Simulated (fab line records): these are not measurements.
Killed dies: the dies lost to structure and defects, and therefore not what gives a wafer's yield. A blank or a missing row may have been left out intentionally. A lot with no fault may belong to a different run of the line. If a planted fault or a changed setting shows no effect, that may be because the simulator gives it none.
Chamber matching ; flow n5_finfet ; 4 sister chambers for N5_SD_EPI_N_ETCHBACK_44 on rie_diel-04
The step etches SiNx in CH3F/O2, stops on SiO2, target depth 14.5 nm. 4 wafers are shown with their chamber, then 7 later ones without.

WAFERS WITH THEIR CHAMBER
wafer;chamber;showerhead_plenum_p_Torr (Torr)
L084.2;1;1.97
L084.6;2;1.95
L085.1;3;2.05
L085.3;0;2.04

WAFERS WITHOUT THEIR CHAMBER
wafer;showerhead_plenum_p_Torr (Torr)
L085.4;1.94
L088.1;1.94
L088.5;2.03
L088.6;2.05
L093.1;2.03
L093.3;1.96
L093.4;1.94

CHAMBER TAKEN BY EACH
wafer;from the rows above;in truth
L085.4;2;2
L088.1;2;2
L088.5;can't be placed: 0 or 3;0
L088.6;can't be placed: 3 or 0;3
L093.1;can't be placed: 0 or 3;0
L093.3;can't be placed: 1 or 2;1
L093.4;2;2
Correct placement for 3 of the 7. Can't be placed from these rows: 4 (the true chamber is among the candidates in 4). Wrongly placed: 0.
How it was worked out, from the rows above alone: a wafer's distance from a chamber is the root of the sum, over the readings, of the square of ((its reading less the chamber's mean) divided by the reading's scatter). The wafer belongs to the nearest chamber; if the next one is less than 2 further off, it can't be placed. The mean given for a chamber averages the wafers shown for that chamber. The scatter: with one shown wafer a chamber, the root of the mean of the squares of how far each hidden wafer lies from its nearest shown one.
